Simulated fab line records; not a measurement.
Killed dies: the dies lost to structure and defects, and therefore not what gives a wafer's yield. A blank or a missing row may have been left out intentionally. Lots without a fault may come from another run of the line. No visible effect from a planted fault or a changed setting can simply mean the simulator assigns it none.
fab line records	flow nand_harc
record lots=6	wafers=18	last_day=23
route steps=1159 shown A_CONTACT@855
lots untouched by any fault: they come from a run of this same line in which no faults occurred
start_h: hours from the record's first day to the start of the lot's first wafer shown	wait_h: time in hours since the lot's previous step	" identical to the entry in the row above	L1.1+2: a row that stands for several wafers	- no value, or no start given	* or withheld: withheld	< > ~ a bound
route shown NAME@n: NAME is a module with steps in the file, n the number in the route of the first one	usual: average and standard deviation across the fault-free wafers	same: alike in all rows	chamber/n: place in a boat	sites: per-site readings	_std_site: the standard deviation of these	_edge_site: inner sites' mean taken away from outer sites' mean	radius_mm: how far each site lies from the wafer's centre	mask NAME#n: copy n	behind: tool/chamber where the wafer was last shaped	hold: the reason the lot was held/the length of the hold in hours/how it ended	device: which transistor (n, p or np) failed to switch	end of line: tests of these same wafers at the route's end	a step without rows: its recipe alone	killed: the dies lost at the first sort to structure and to defects; this is not the yield of the wafer	map: a wafer's dies, marking killed ones x, the rest . and places with no die _
set.NAME: the run value of the setting; set.NAME@STEP: its run value at that earlier step	model.NAME: the simulator's own value behind a step, which no gauge read
a table for each step, a row for each wafer; lots at some steps of the route
services: the hour from which a tool's chamber was out of use, counted from the record's first day as start_h (under 0 if before that day), plus the number of hours and why
## steps
# step NHARC_A_CONTACT_OVL_MEAS_43
# usual overlay_x_nm=0.0/0.87	overlay_y_nm=-0.2/0.76
lot.wafer	tool	chamber	start_h	wait_h	overlay_x_nm	overlay_y_nm
L554.2	overlay-02	-	378.77	-	-0.7	-1.4
L554.3	"	-	"	"	-1.3	-1.8
L554.6	"	-	"	"	-1.3	-1.9
L553.1	overlay-02	-	378.94	-	1.3	0.0
L553.2	"	-	"	"	0.5	0.3
L553.4	"	-	"	"	0.7	0.4
L555.1	overlay-01	-	387.27	-	0.0	0.5
L555.2	"	-	"	"	-0.5	-0.1
L555.3	"	-	"	"	-0.4	-0.5
L552.1	overlay-01	-	390.72	-	-0.1	-0.7
L552.5	"	-	"	"	-0.5	-0.4
L552.6	"	-	"	"	0.0	-0.7
L558.2	overlay-02	-	425.20	-	0.0	-1.2
L558.3	"	-	"	"	-0.1	-1.5
L558.6	"	-	"	"	-0.3	-1.2
L571.1	overlay-02	-	492.56	-	-1.2	-0.3
L571.2	"	-	"	"	-0.9	-0.2
L571.3	"	-	"	"	-0.7	-0.2
# step NHARC_A_CONTACT_INSPECT_44
# usual raw_defect_count=28/13
lot.wafer	tool	chamber	start_h	wait_h	raw_defect_count
L554.2	defect_inspect-02	-	378.80	0.0	20
L554.3	"	-	"	"	20
L554.6	"	-	"	"	16
L553.1	defect_inspect-02	-	378.98	0.0	27
L553.2	"	-	"	"	40
L553.4	"	-	"	"	21
L555.1	defect_inspect-01	-	387.30	0.0	16
L555.2	"	-	"	"	17
L555.3	"	-	"	"	31
L552.1	defect_inspect-02	-	390.76	0.0	36
L552.5	"	-	"	"	16
L552.6	"	-	"	"	29
L558.2	defect_inspect-02	-	425.24	0.0	35
L558.3	"	-	"	"	22
L558.6	"	-	"	"	42
L571.1	defect_inspect-02	-	492.60	0.0	27
L571.2	"	-	"	"	27
L571.3	"	-	"	"	46
# step NHARC_A_CONTACT_DESCUM_47
# recipe time_s=3	o2_flow_sccm=200	ar_flow_sccm=0	bias_power_w=0	chemistry=O2
# usual drypump_motor_current_A=6.0/0.48	oes_product_au=1.001/0.013	rf_vpp_V=57.6/0.89	showerhead_plenum_p_Torr=1.87/0.087	throttle_valve_pct=11.312/0.0093
lot.wafer	tool	chamber	start_h	wait_h	drypump_motor_current_A	oes_product_au	rf_hours_counter_h	rf_vpp_V	showerhead_plenum_p_Torr	throttle_valve_pct
L554.3	rie_diel-12	1	378.95	0.1	6.0	1.004	30	57.7	1.87	11.325
L554.2	"	2	"	"	5.4	0.973	30	59.5	1.92	11.329
L554.6	"	2	"	"	5.4	0.982	-	58.5	1.92	11.317
L553.1	rie_diel-05	3	379.13	0.2	4.8	1.004	11	57.5	1.85	11.315
L553.2	"	1	"	"	6.0	1.021	10	57.9	1.83	11.303
L553.4	"	2	"	"	6.3	0.999	11	57.8	2.05	11.306
L555.2	rie_diel-05	2	387.38	0.1	6.3	0.998	13	58.0	2.05	11.306
L555.3	"	3	"	"	4.8	0.993	13	56.5	1.85	11.319
L555.1	"	1	"	"	6.0	1.018	12	56.3	1.83	11.312
L552.1	rie_diel-05	1	390.87	0.1	6.0	1.021	14	57.2	1.83	11.322
L552.6	"	1	"	"	6.0	1.022	-	57.5	1.83	11.318
L552.5	"	2	"	"	6.3	0.991	-	58.7	2.05	11.306
L558.3	rie_diel-12	0	425.31	0.1	6.6	1.011	6	57.1	1.89	11.295
L558.2	"	2	"	"	5.4	0.993	4	56.7	1.92	11.292
L558.6	"	3	"	"	6.3	1.012	-	57.4	1.78	11.319
L571.1	rie_diel-12	2	492.66	0.1	5.4	0.987	19	57.9	1.91	11.296
L571.2	"	3	"	"	6.3	1.001	21	56.6	1.77	11.314
L571.3	"	0	"	"	6.6	0.999	20	59.0	1.88	11.324
# step NHARC_A_CONTACT_ETCH_48
# recipe target_depth_a=390	over_etch_frac=0.3	time_s=65	ion_energy_ev=80	cf4_flow_sccm=150	ar_flow_sccm=0	rf_w=300	bias_w=100	chemistry=CF4
# step NHARC_A_CONTACT_ETCH_49
# recipe target_depth_a=2600	over_etch_frac=0.3	time_s=475.3	ion_energy_ev=200	n2_flow_sccm=150	h2_flow_sccm=150	ar_flow_sccm=0	rf_w=400	bias_w=150	chemistry=N2/H2
# usual bias_w=150.0/0.41	chamber_pressure_mTorr=29.999/0.026	drypump_motor_current_A=6.0/0.49	h2_flow_sccm=150.0/0.44	oes_product_au=1.000/0.012	rf_vpp_V=429.3/2.7	showerhead_plenum_p_Torr=2.00/0.097	throttle_valve_pct=14.171/0.0095
lot.wafer	tool	chamber	start_h	wait_h	bias_w	chamber_pressure_mTorr	drypump_motor_current_A	h2_flow_sccm	oes_product_au	rf_hours_counter_h	rf_vpp_V	showerhead_plenum_p_Torr	throttle_valve_pct
L554.3	rie_diel-12	1	-	-	149.7	29.958	6.0	149.6	1.007	30	428.6	2.00	14.174
L554.2	"	2	"	"	150.7	29.993	5.4	149.7	0.979	30	429.5	2.04	14.176
L554.6	"	0	"	"	150.1	29.960	6.6	150.0	1.002	-	429.9	2.01	14.184
L553.4	rie_diel-05	2	-	-	149.0	30.010	6.3	149.8	0.989	11	434.3	2.19	14.166
L553.1	"	3	"	"	150.2	30.006	4.8	150.2	0.990	11	427.4	1.97	14.165
L553.2	"	0	"	"	150.2	29.987	5.9	149.4	0.981	10	426.7	1.90	14.190
L555.1	rie_diel-05	1	-	-	149.9	30.039	6.0	150.1	1.022	12	427.8	1.95	14.158
L555.3	"	2	"	"	149.8	29.995	6.3	149.7	0.988	13	435.1	2.19	14.155
L555.2	"	3	"	"	149.7	29.991	4.8	149.5	1.001	13	428.4	1.97	14.181
L552.1	rie_diel-05	3	-	-	150.4	30.032	4.8	149.9	0.998	15	428.0	1.96	14.178
L552.6	"	3	"	"	150.5	29.982	4.8	149.7	0.994	-	429.5	1.96	14.174
L552.5	"	0	"	"	150.1	30.017	5.9	150.5	0.983	-	427.0	1.90	14.168
L558.3	rie_diel-12	2	-	-	150.0	29.961	5.4	150.1	0.987	4	431.7	2.04	14.161
L558.2	"	0	"	"	150.0	29.956	6.7	150.2	1.003	6	430.3	2.01	14.173
L558.6	"	2	"	"	149.7	30.020	5.4	150.0	0.986	-	430.5	2.04	14.179
L571.2	rie_diel-12	2	-	-	150.4	30.001	5.4	150.8	0.991	19	430.8	2.04	14.155
L571.1	"	3	"	"	150.3	29.972	6.3	150.2	1.005	21	426.0	1.89	14.168
L571.3	"	1	"	"	149.3	29.998	6.0	150.4	1.010	17	428.4	1.99	14.176
# step NHARC_A_CONTACT_ETCH_50
# recipe target_depth_a=847	time_s=42.4	cf4_flow_sccm=100	chf3_flow_sccm=30	ar_flow_sccm=0	rf_w=500	bias_w=200	chemistry=CF4/CHF3
# step NHARC_A_CONTACT_ETCH_51
# recipe target_depth_a=36000	over_etch_frac=0.3	time_s=936	ion_energy_ev=150	o2_flow_sccm=400	cos_flow_sccm=20	ar_flow_sccm=0	rf_w=500	bias_w=300	chemistry=O2/COS
# usual bias_w=300.0/0.82	chamber_pressure_mTorr=19.996/0.02	drypump_motor_current_A=6.0/0.5	oes_product_au=0.999/0.012	rf_vpp_V=313.3/2.1	showerhead_plenum_p_Torr=3.07/0.14	throttle_valve_pct=28.331/0.0089
lot.wafer	tool	chamber	start_h	wait_h	bias_w	chamber_pressure_mTorr	drypump_motor_current_A	oes_product_au	rf_hours_counter_h	rf_vpp_V	showerhead_plenum_p_Torr	throttle_valve_pct
L554.3	rie_diel-08	1	379.74	-	300.5	19.990	6.5	0.998	28	312.3	2.93	28.310
L554.2	"	3	"	"	300.6	19.973	6.0	0.980	26	313.8	3.06	28.333
L554.6	"	2	"	"	300.6	19.989	6.1	0.990	-	316.2	3.36	28.319
L553.2	rie_diel-05	0	-	-	300.6	19.967	5.9	0.982	10	310.2	2.92	28.320
L553.1	"	1	"	"	298.9	20.000	6.0	1.016	10	312.3	2.99	28.326
L553.4	"	3	"	"	300.0	19.990	4.8	1.001	11	312.5	3.02	28.321
L555.1	rie_diel-05	1	-	-	299.7	19.990	6.0	1.031	13	313.1	2.99	28.335
L555.2	"	3	"	"	298.6	20.009	4.8	0.993	14	312.0	3.02	28.306
L555.3	"	0	"	"	299.1	20.018	5.8	0.990	12	312.4	2.92	28.338
L552.1	rie_diel-05	2	-	-	300.9	19.997	6.3	0.987	16	315.5	3.33	28.344
L552.6	"	2	"	"	300.1	19.983	6.3	0.989	-	317.1	3.33	28.325
L552.5	"	3	"	"	298.6	20.035	4.8	0.990	-	314.8	3.02	28.319
L558.3	rie_diel-12	2	-	-	300.0	20.020	5.4	0.973	4	313.9	3.13	28.348
L558.2	"	3	"	"	300.7	19.992	6.3	0.998	6	312.1	2.91	28.326
L558.6	"	0	"	"	299.5	20.012	6.6	0.985	-	313.6	3.08	28.329
L571.3	rie_diel-12	1	-	-	299.5	20.015	5.9	1.017	17	313.3	3.05	28.326
L571.2	"	2	"	"	299.4	20.005	5.4	0.996	20	313.3	3.12	28.338
L571.1	"	3	"	"	300.3	19.959	6.3	1.021	21	313.2	2.91	28.315
# step NHARC_A_CONTACT_ETCH_111
# recipe source_w=withheld	pressure_mtorr=20	bias_v=withheld	time_s=140	target_depth_a=7000	ar_flow_sccm=withheld	c4f8_flow_sccm=withheld	o2_flow_sccm=withheld	chemistry=C4F8/O2/Ar
# usual chamber_pressure_mTorr=20.000/0.016	oes_air_line_au=1.000/0.023
lot.wafer	tool	chamber	start_h	wait_h	chamber_pressure_mTorr	oes_air_line_au	rf_hours_counter_h
L554.2	har_cap_etch-02	0	380.40	-	19.987	0.996	11
L554.3	"	1	"	"	19.998	0.987	-
L554.6	"	0	"	"	20.008	0.996	-
L553.2	har_cap_etch-01	1	380.59	-	20.013	1.007	56
L553.1	"	0	"	"	19.991	0.980	56
L553.4	"	0	"	"	19.983	1.030	-
L555.2	har_cap_etch-03	0	388.91	-	19.977	0.998	88
L555.1	"	1	"	"	20.009	1.028	88
L555.3	"	0	"	"	20.017	1.025	-
L552.1	har_cap_etch-02	1	392.29	-	19.996	1.024	15
L552.6	"	1	"	"	20.015	0.985	-
L552.5	"	0	"	"	20.032	1.012	-
L558.2	har_cap_etch-01	0	426.56	-	19.998	1.025	64
L558.3	"	0	"	"	20.013	1.019	-
L558.6	"	0	"	"	19.987	1.005	-
L571.2	har_cap_etch-01	1	493.92	-	19.985	1.005	77
L571.1	"	0	"	"	20.006	0.958	77
L571.3	"	0	"	"	19.976	0.971	-
# step NHARC_A_CONTACT_ETCH_112
# recipe source_w=withheld	pressure_mtorr=20	bias_v=3000	time_s=94	target_depth_a=9220	ar_flow_sccm=withheld	c4f8_flow_sccm=withheld	o2_flow_sccm=withheld	chemistry=C4F8/O2/Ar
# step NHARC_A_CONTACT_ETCH_113
# recipe source_w=withheld	pressure_mtorr=20	bias_v=3000	time_s=94	target_depth_a=9220	ar_flow_sccm=withheld	c4f8_flow_sccm=withheld	o2_flow_sccm=withheld	chemistry=C4F8/O2/Ar
# usual chamber_pressure_mTorr=19.999/0.018	oes_air_line_au=1.001/0.02
lot.wafer	tool	chamber	start_h	wait_h	chamber_pressure_mTorr	oes_air_line_au	rf_hours_counter_h
L554.2	har_cap_etch-02	0	380.69	0.1	20.018	0.991	11
L554.3	"	1	"	"	19.999	1.013	-
L554.6	"	0	"	"	20.004	1.012	-
L553.2	har_cap_etch-01	1	380.88	0.1	20.000	1.002	57
L553.1	"	0	"	"	20.021	0.997	57
L553.4	"	0	"	"	20.008	0.990	-
L555.2	har_cap_etch-03	0	389.20	0.1	19.994	1.003	88
L555.1	"	1	"	"	19.973	1.004	88
L555.3	"	0	"	"	19.981	1.020	-
L552.1	har_cap_etch-02	1	392.57	0.1	20.028	0.993	15
L552.6	"	1	"	"	20.004	0.952	-
L552.5	"	0	"	"	19.977	1.005	-
L558.2	har_cap_etch-01	0	426.85	0.1	20.010	1.009	65
L558.3	"	0	"	"	20.021	0.970	-
L558.6	"	0	"	"	19.979	0.995	-
L571.2	har_cap_etch-01	1	494.31	0.1	20.009	1.015	77
L571.1	"	0	"	"	20.018	1.005	77
L571.3	"	0	"	"	19.972	1.056	-
# step NHARC_A_CONTACT_ETCH_114
# recipe source_w=withheld	pressure_mtorr=20	bias_v=3000	time_s=94	target_depth_a=9220	ar_flow_sccm=withheld	c4f8_flow_sccm=withheld	o2_flow_sccm=withheld	chemistry=C4F8/O2/Ar
# step NHARC_A_CONTACT_ETCH_115
# recipe source_w=withheld	pressure_mtorr=20	bias_v=3000	time_s=94	target_depth_a=9220	ar_flow_sccm=withheld	c4f8_flow_sccm=withheld	o2_flow_sccm=withheld	chemistry=C4F8/O2/Ar
# step NHARC_A_CONTACT_ETCH_116
# recipe source_w=withheld	pressure_mtorr=20	bias_v=3000	time_s=94	target_depth_a=9220	ar_flow_sccm=withheld	c4f8_flow_sccm=withheld	o2_flow_sccm=withheld	chemistry=C4F8/O2/Ar
# usual chamber_pressure_mTorr=20.000/0.018	oes_air_line_au=0.998/0.023
lot.wafer	tool	chamber	start_h	wait_h	chamber_pressure_mTorr	oes_air_line_au	rf_hours_counter_h
L554.2	har_cap_etch-02	0	380.97	0.1	20.009	1.020	11
L554.3	"	1	"	"	20.029	0.980	-
L554.6	"	0	"	"	20.016	1.008	-
L553.2	har_cap_etch-01	1	381.15	0.1	20.007	0.981	57
L553.1	"	0	"	"	19.988	1.046	57
L553.4	"	0	"	"	20.008	0.983	-
L555.2	har_cap_etch-03	0	389.47	0.1	-	-	-
L555.1	"	1	"	"	-	-	-
L555.3	"	0	"	"	-	-	-
L552.1	har_cap_etch-02	1	392.85	0.1	-	-	-
L552.6	"	1	"	"	-	-	-
L552.5	"	0	"	"	-	-	-
L558.2	har_cap_etch-01	0	427.12	0.1	20.036	1.015	65
L558.3	"	0	"	"	20.022	0.996	-
L558.6	"	0	"	"	20.015	0.996	-
L571.2	har_cap_etch-01	1	494.67	0.1	20.000	1.024	77
L571.1	"	0	"	"	20.022	0.985	77
L571.3	"	0	"	"	20.009	1.000	-
# step NHARC_A_CONTACT_ETCH_117
# recipe source_w=withheld	pressure_mtorr=20	bias_v=3000	time_s=94	target_depth_a=9220	ar_flow_sccm=withheld	c4f8_flow_sccm=withheld	o2_flow_sccm=withheld	chemistry=C4F8/O2/Ar
## services
tool	chamber	start_h	hours	kind
rie_diel-12	3	367.26	4.9	repair
rie_diel-05	0	374.28	-	clean
rie_diel-05	1	374.28	-	clean
rie_diel-05	2	374.28	-	clean
rie_diel-05	3	374.28	-	clean
rie_diel-12	-	379.64	9.0	pm
rie_diel-08	1	393.69	15.0	repair
rie_diel-05	0	398.84	-	clean
rie_diel-05	1	398.84	-	clean
rie_diel-05	2	398.84	-	clean
rie_diel-05	3	398.84	-	clean
rie_diel-05	0	423.41	-	clean
rie_diel-05	1	423.41	-	clean
rie_diel-05	2	423.41	-	clean
rie_diel-05	3	423.41	-	clean
rie_diel-05	1	439.54	9.8	repair
rie_diel-12	1	441.76	11.6	repair
rie_diel-05	0	447.91	-	clean
rie_diel-05	2	447.91	-	clean
rie_diel-05	3	447.91	-	clean
rie_diel-05	0	452.51	7.6	repair
rie_diel-05	-	452.60	2.0	repair
rie_diel-12	0	478.21	5.0	repair
rie_diel-08	-	479.57	9.0	pm
## key
first_sign step=NHARC_A_CONTACT_ETCH_116	reading=tool_record	direction=missing
effect none on later readings
met_at NHARC_A_CONTACT_ETCH_116
struck_wafers L552.1,L552.5,L552.6,L555.1,L555.2,L555.3
later_rows_left_out L552.1,L552.5,L552.6,L555.1,L555.2,L555.3
sort_left_out L552.1,L552.5,L552.6,L555.1,L555.2,L555.3
tester_left_out L552,L555
onset_between 380.97 389.47
fault kind=skipped_step_whole	tool=har_cap_etch-02,har_cap_etch-03	chamber=-	onset_h=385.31	steps=NHARC_A_CONTACT_ETCH_116	scope=struck_lots_only
# tester_left_out: of these lots the tester's yield and bins aren't shown, on N5 and GAA mostly nor the transistor test; their killed dies are dies lost to structure and defects alone, not to doping, threshold or leakage, so they don't give the yield
# sort_left_out: the simulated sort isn't trusted on such a fault, so these wafers' sort isn't shown, and their yield isn't known
# later_rows_left_out: the simulator's readings of these wafers behind a module that went badly wrong aren't trusted and aren't shown, but for the sort
